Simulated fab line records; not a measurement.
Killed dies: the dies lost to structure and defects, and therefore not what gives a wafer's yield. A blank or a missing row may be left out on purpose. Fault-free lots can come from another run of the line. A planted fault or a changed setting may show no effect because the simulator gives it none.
Split-lot study + flow n5-finfet + on a route of 1938 steps: 7 lots, 39 wafers read

== ON THE SPLIT ==
At N5_FIN_SAQP_ETCH_34 (etches SiO2 in C4F6/O2, target depth 45 nm, time 15 s), the setting source-w was moved away from the recipe's 345 W on 18 of the 39 wafers read, by -11.5% to +15.2%. For the rest of the wafers, this setting stayed at what the recipe calls for.

The reading is taken at the split's own step.

== THE READING ==
rf-vpp-V, in V, at N5_FIN_SAQP_ETCH_34 (etches SiO2 in C4F6/O2, target depth 45 nm, time 15 s). On this fab line, fault-free wafers typically give 663 V with a standard deviation of 5.3 V.

| wafer  | tool, chamber at the split | source-w as run, W | against the recipe | rf-vpp-V, V | against lot-mates on the recipe |
|--------|----------------------------|--------------------|--------------------|-------------|---------------------------------|
| L075.1 | rie-diel-01, 3             | 305.2              | -11.5%             | 711         | +40                             |
| L075.2 | rie-diel-01, 0             | 345                | recipe             | 668         | -                               |
| L075.3 | rie-diel-01, 1             | 305.2              | -11.5%             | 704         | +33                             |
| L075.4 | rie-diel-01, 2             | 345                | recipe             | 672         | -                               |
| L075.5 | rie-diel-01, 3             | 305.2              | -11.5%             | 710         | +39                             |
| L075.6 | rie-diel-01, 2             | 345                | recipe             | 672         | -                               |
| L076.1 | rie-diel-03, 2             | 345                | recipe             | 667         | -                               |
| L076.2 | rie-diel-03, 0             | 345                | recipe             | 654         | -                               |
| L076.5 | rie-diel-03, 2             | 345                | recipe             | 666         | -                               |
| L078.1 | rie-diel-03, 1             | 389.1              | +12.8%             | 628         | -31                             |
| L078.2 | rie-diel-03, 0             | 389.1              | +12.8%             | 614         | -45                             |
| L078.3 | rie-diel-03, 2             | 389.1              | +12.8%             | 627         | -32                             |
| L078.4 | rie-diel-03, 3             | 345                | recipe             | 660         | -                               |
| L078.5 | rie-diel-03, 3             | 345                | recipe             | 661         | -                               |
| L078.6 | rie-diel-03, 0             | 345                | recipe             | 656         | -                               |
| L084.1 | rie-diel-05, 3             | 345                | recipe             | 658         | -                               |
| L084.2 | rie-diel-05, 2             | 397.3              | +15.2%             | 611         | -48                             |
| L084.3 | rie-diel-05, 0             | 397.3              | +15.2%             | 617         | -42                             |
| L084.4 | rie-diel-05, 1             | 345                | recipe             | 659         | -                               |
| L084.5 | rie-diel-05, 2             | 397.3              | +15.2%             | 609         | -50                             |
| L084.6 | rie-diel-05, 1             | 345                | recipe             | 659         | -                               |
| L088.1 | rie-diel-01, 0             | 394.2              | +14.3%             | 627         | -39                             |
| L088.2 | rie-diel-01, 1             | 345                | recipe             | 661         | -                               |
| L088.3 | rie-diel-01, 3             | 394.2              | +14.3%             | 624         | -42                             |
| L088.4 | rie-diel-01, 1             | 394.2              | +14.3%             | 619         | -47                             |
| L088.5 | rie-diel-01, 0             | 345                | recipe             | 670         | -                               |
| L088.6 | rie-diel-01, 3             | 345                | recipe             | 667         | -                               |
| L091.1 | rie-diel-05, 1             | 345                | recipe             | 658         | -                               |
| L091.2 | rie-diel-05, 3             | 312.6              | -9.4%              | 693         | +35                             |
| L091.3 | rie-diel-05, 2             | 312.6              | -9.4%              | 690         | +32                             |
| L091.4 | rie-diel-05, 0             | 312.6              | -9.4%              | 696         | +38                             |
| L091.5 | rie-diel-05, 2             | 345                | recipe             | 656         | -                               |
| L091.6 | rie-diel-05, 3             | 345                | recipe             | 659         | -                               |
| L097.1 | rie-diel-01, 3             | 345                | recipe             | 668         | -                               |
| L097.2 | rie-diel-01, 2             | 326.6              | -5.3%              | 692         | +26                             |
| L097.3 | rie-diel-01, 1             | 326.6              | -5.3%              | 679         | +13                             |
| L097.4 | rie-diel-01, 2             | 345                | recipe             | 670         | -                               |
| L097.5 | rie-diel-01, 3             | 326.6              | -5.3%              | 686         | +20                             |
| L097.6 | rie-diel-01, 1             | 345                | recipe             | 661         | -                               |

THE FIT
A straight line over all 39 wafers: rf-vpp-V changes by -3.3 V for each +1% of source-w; r = -0.98; the points scatter about the line by 5.9 V.
The same after taking each lot's own level away (the mean of its wafers on the recipe; 39 wafers): -3.15 V for each +1%; r = -0.99; scatter 4.3 V.
The reading moves by 48 V for the largest change in source-w, on that fit.
Measured against the standard deviation above, the lots' own levels, which go from 657.7 to 670.7 V, span 2.5 times it.
So the lot-to-lot level changes the slope little: the two slopes agree.
Check: for one of the wafers moved furthest among these (+15.2%), held out of the fit, the line's prediction against its lot-mates is -46.2 V. It came out at -47.7 V against them.
Tool readings at the split's step, against how far the setting was moved: etch-rf-on-time-s r = -0.90; rf-vpp-V r = -0.98.

== THE WHOLE CHAIN: every reading that the file lists as answering this split, in the file's order ==
| step                | what it does                                          | reading           | change (the file's fit)              | r (the file's) |
|---------------------|-------------------------------------------------------|-------------------|--------------------------------------|----------------|
| N5_FIN_SAQP_ETCH_34 | etches SiO2 in C4F6/O2, target depth 45 nm, time 15 s | etch-rf-on-time-s | withheld for each +1% of the setting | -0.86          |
| N5_FIN_SAQP_ETCH_34 | etches SiO2 in C4F6/O2, target depth 45 nm, time 15 s | rf-vpp-V          | -3.11 V for each +1% of the setting  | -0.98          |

== FILE'S OWN FIT ==
rf-vpp-V changes by -3.11 V for each +1% of source-w, r = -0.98.
